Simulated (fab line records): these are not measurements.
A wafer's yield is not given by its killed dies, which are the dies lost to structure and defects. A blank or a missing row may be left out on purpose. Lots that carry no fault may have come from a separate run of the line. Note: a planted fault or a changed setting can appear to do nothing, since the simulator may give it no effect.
8D (eight disciplines) problem report, filled in by code | flow n5Finfet | the parts of the form that need people (team, actions taken, sign-off) are left out

## 1. PROBLEM STATEMENT
Mean of runLengthS at N5_PASSIVATION_PECVD_35: 115.5 s across 4 wafers in 2 lots; on wafers with no fault it is 195.5 s (standard deviation 0.44). So: -99 or more standard deviations from the usual mean.
The step: deposits SiNx from SiH4/NH3/N2, target thk 700 nm, time 151.3 s.
Earliest sighting: wafer L441.3 on pecvd-01 at day 17 08:59. At this step, 36 wafers from 12 lots have a number in the record. The rule behind "out" and "out of limits": a value lying over 4 standard deviations away from the usual mean. All remaining wafers that have a number are taken as sound.

## 2. WHAT IT IS; WHAT IT IS NOT
question                    | is                             | is not
which readings at this step | runLengthS                     | chamberPressureTorr, heaterPowerW, showerheadPlenumPTorr, throttleValvePct
which lots                  | L441, L447                     | L427, L429, L430, L434, L435, L436, L439, L440, L442, L450
which wafers of those lots  | L441.3, L441.5, L447.2, L447.5 | L441.1, L447.4
read on which tools         | pecvd-01                       | pecvd-02, pecvd-04
when                        | from day 17 08:59              | up to then (28 sound wafers); but 4 sound wafers of L447, L450 came after

## 3. WHAT RULES OUT EACH SUSPECT
Counting: if a tool at a process step up to the reading ran every lot that is out, it stays a suspect. Sound lots after the first of them don't rule it out here, since some wafers of a struck lot are sound.
- pecvd-01 at N5_PASSIVATION_PECVD_35 (deposits SiNx from SiH4/NH3/N2, target thk 700 nm, time 151.3 s): kept. Ran every lot that is out, first one L441 (day 17 08:59); last sound lot up to then L440 (day 15 19:30). Its own runLengthS readings are out on those wafers.
- Within pecvd-01 at N5_PASSIVATION_PECVD_35: the wafers that are out ran in chambers 0, 1; their sound lot-mates ran in chamber 2.
After counting, what remains is pecvd-01 at N5_PASSIVATION_PECVD_35.

## 4. THE CAUSE (what the simulator had put in)
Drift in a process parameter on pecvd-01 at N5_PASSIVATION_PECVD_35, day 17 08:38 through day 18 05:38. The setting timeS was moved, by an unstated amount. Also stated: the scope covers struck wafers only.
Only this tool survived the counting.

## 5. THE CHAIN OF EFFECTS, in route order
Rows list readings where the struck wafers' mean (over those with a number) sits beyond 3 standard deviations from the usual. Only readings whose record carries a usual standard deviation are examined. hours: median over the lots of the time between each lot's start at the first step of this table that gives one and its start at this step. sigmas: the change, counted in usual standard deviations.
hours | step                    | reading    | usual   | on struck wafers | change | sigmas
0     | N5_PASSIVATION_PECVD_35 | runLengthS | 195.5 s | 115.5            | -80.0  | -99 or more
The process steps in it:
- N5_PASSIVATION_PECVD_35: deposits SiNx from SiH4/NH3/N2, target thk 700 nm, time 151.3 s.

## 6. HOW IT WOULD HAVE BEEN CAUGHT EARLIER
In this record no reading fell out of limits until day 17 08:59, 0 hours after the fault had begun at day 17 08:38.
